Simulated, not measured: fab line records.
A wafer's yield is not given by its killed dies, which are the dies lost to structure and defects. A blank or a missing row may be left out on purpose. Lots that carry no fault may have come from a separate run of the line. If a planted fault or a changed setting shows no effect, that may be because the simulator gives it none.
Chamber matching    flow nand_harc    NHARC_A_CONTACT_ETCH_92 on rie_diel-13 has 4 sister chambers
The step etches the open film in CH3F/O2, target depth 40 nm, time 85.7 s. 17 wafers are shown with their chamber, then 8 later ones without.

## WAFERS PAIRED WITH THEIR CHAMBERS
wafer   chamber  drypump_motor_current_A (A)  showerhead_plenum_p_Torr (Torr)  rf_vpp_V (V)
L841.1  0        5.1                          2.33                             243.2
L841.3  3        5.6                          2.55                             246.7
L841.5  0        5.1                          2.33                             243.2
L843.1  2        6.2                          2.27                             240.1
L843.2  3        5.6                          2.55                             246.2
L843.6  2        6.2                          2.27                             240.7
L844.1  3        5.6                          2.55                             246.0
L844.4  0        5.1                          2.33                             241.8
L844.5  1        6.0                          2.48                             245.2
L845.2  0        5.1                          2.33                             243.4
L845.3  1        6.1                          2.48                             245.1
L845.4  2        6.2                          2.27                             241.7
L848.2  0        5.1                          2.33                             241.6
L848.4  2        6.2                          2.66                             246.4
L848.6  2        6.2                          2.66                             246.3
L849.3  3        5.6                          2.55                             246.1
L849.4  0        5.1                          2.33                             243.0

SIGNATURES, as means of the wafers listed above
reading                   chamber 0  chamber 1  chamber 2  chamber 3  scatter within a chamber
drypump_motor_current_A   5.100      6.050      6.200      5.600      0.0196
showerhead_plenum_p_Torr  2.3300     2.4800     2.4260     2.5500     0.118
rf_vpp_V                  242.700    245.150    243.040    246.250    1.78
Rule: for each reading, subtract the chamber's mean from the wafer's reading, divide by that reading's scatter and square the result; add these up over the readings and take the root, which gives the wafer's distance from the chamber. The wafer belongs to the nearest chamber; if the next one is less than 2 further off, it can't be placed. The scatter: take each reading less its chamber's mean, square it, sum over the shown wafers, divide by the number of wafers less the number of chambers, and take the root.

## WAFERS WHOSE CHAMBER IS MISSING
wafer   drypump_motor_current_A (A)  showerhead_plenum_p_Torr (Torr)  rf_vpp_V (V)
L849.5  5.6                          2.55                             245.3
L852.1  5.1                          2.33                             242.0
L852.5  6.2                          2.66                             249.1
L855.2  6.2                          2.66                             247.5
L855.4  6.1                          2.48                             244.8
L856.2  6.2                          2.66                             246.6
L856.4  6.0                          2.48                             244.3
L856.5  5.6                          2.54                             245.8

## EACH ONE'S CHAMBER
wafer   from the rows above  in truth
L849.5  3                    3
L852.1  0                    0
L852.5  2                    2
L855.2  2                    2
L855.4  1                    1
L856.2  2                    2
L856.4  1                    1
L856.5  3                    3
8 of 8 placed correctly. From these rows, 0 cannot be placed. Wrongly placed: 0.
